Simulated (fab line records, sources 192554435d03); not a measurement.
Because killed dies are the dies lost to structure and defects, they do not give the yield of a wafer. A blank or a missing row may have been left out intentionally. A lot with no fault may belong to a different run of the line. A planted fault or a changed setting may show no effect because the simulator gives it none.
Matching of chambers    flow n5Finfet    N5_ZERO_LAYER_ETCH_17 on rieDiel-03 has 4 sister chambers
The step etches SiO2 in CF4, target depth 12 nm, time 13.3 s. 4 wafers are shown with their chamber, then 12 later ones without.

## EACH WAFER AND ITS CHAMBER
wafer   chamber  showerheadPlenumPTorr (Torr)
L091.3  3        2.03
L091.4  0        2.13
L091.5  2        2.23
L091.6  1        2.08

## WAFERS WITH NO CHAMBER GIVEN
wafer   showerheadPlenumPTorr (Torr)
L092.1  2.13
L092.2  2.22
L092.3  2.03
L092.4  2.07
L092.5  2.22
L092.6  2.07
L093.1  2.22
L093.3  2.03
L093.4  2.13
L094.2  2.07
L094.3  2.22
L094.6  2.07

## THE CHAMBER EACH PASSED THROUGH
wafer   from the rows above  in truth
L092.1  0                    0
L092.2  2                    2
L092.3  3                    3
L092.4  1                    1
L092.5  2                    2
L092.6  1                    1
L093.1  2                    2
L093.3  3                    3
L093.4  0                    0
L094.2  1                    1
L094.3  2                    2
L094.6  1                    1
Correctly placed: 12 of 12. Can't be placed from these rows: 0. Wrongly placed: 0.
How it was worked out, from the rows above alone: a wafer's distance from a chamber is the root of the sum, over the readings, of the square of ((its reading less the chamber's mean) divided by the reading's scatter). The wafer belongs to the nearest chamber; if the next one is less than 2 further off, it can't be placed. For every chamber, the mean is computed from those of its wafers that are shown. The scatter: with one shown wafer a chamber, the root of the mean of the squares of how far each hidden wafer lies from its nearest shown one.
